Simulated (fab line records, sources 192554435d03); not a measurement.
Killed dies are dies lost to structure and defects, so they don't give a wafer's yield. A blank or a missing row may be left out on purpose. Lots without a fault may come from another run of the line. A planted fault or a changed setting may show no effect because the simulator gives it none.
Chamber matching | flow n5_finfet | N5_BEOL_M1_ETCH_63 on rie_diel-04: 4 sister chambers
The step etches SiARC in CF4, target depth 15.6 nm, time 26 s. 8 wafers are shown with their chamber, then 12 later ones without.

WAFERS WITH THEIR CHAMBER
wafer  | chamber | drypump_motor_current_A (A) | showerhead_plenum_p_Torr (Torr)
L078.1 | 1       | 6.1                         | 2.12
L078.5 | 1       | 6.1                         | 2.12
L079.1 | 2       | 5.8                         | 2.21
L079.4 | 2       | 5.7                         | 2.21
L079.5 | 3       | 5.9                         | 2.13
L080.1 | 0       | 4.7                         | 2.03
L080.2 | 3       | 5.9                         | 2.13
L080.4 | 0       | 4.7                         | 2.04

WAFERS WITHOUT THEIR CHAMBER
wafer  | drypump_motor_current_A (A) | showerhead_plenum_p_Torr (Torr)
L081.2 | 4.7                         | 2.04
L081.5 | 5.7                         | 2.21
L081.6 | 6.0                         | 2.13
L085.2 | 5.9                         | 2.13
L085.4 | 6.1                         | 2.12
L085.5 | 5.7                         | 2.20
L087.3 | 5.7                         | 2.20
L087.4 | 6.0                         | 2.12
L087.5 | 5.9                         | 2.12
L097.1 | 4.7                         | 2.03
L097.3 | 6.1                         | 2.12
L097.5 | 5.8                         | 2.20

WHICH CHAMBER EACH WENT THROUGH
wafer  | from the rows above     | in truth
L081.2 | 0                       | 0
L081.5 | 2                       | 2
L081.6 | can't be placed: 3 or 1 | 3
L085.2 | 3                       | 3
L085.4 | 1                       | 1
L085.5 | 2                       | 2
L087.3 | 2                       | 2
L087.4 | can't be placed: 1 or 3 | 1
L087.5 | 3                       | 3
L097.1 | 0                       | 0
L097.3 | 1                       | 1
L097.5 | 2                       | 2
Placed correctly: 10 of 12. Can't be placed from these rows: 2 (the true chamber is among the candidates in 2). Placed wrongly: 0.
How it was worked out, from the rows above alone: a wafer's distance from a chamber is the root of the sum, over the readings, of the square of ((its reading less the chamber's mean) divided by the reading's scatter). The wafer belongs to the nearest chamber; if the next one is less than 2 further off, it can't be placed. A chamber's mean is the mean of its shown wafers. The scatter: the root of (the sum of the squares of (reading less its chamber's mean) over the shown wafers, divided by (wafers less chambers)).
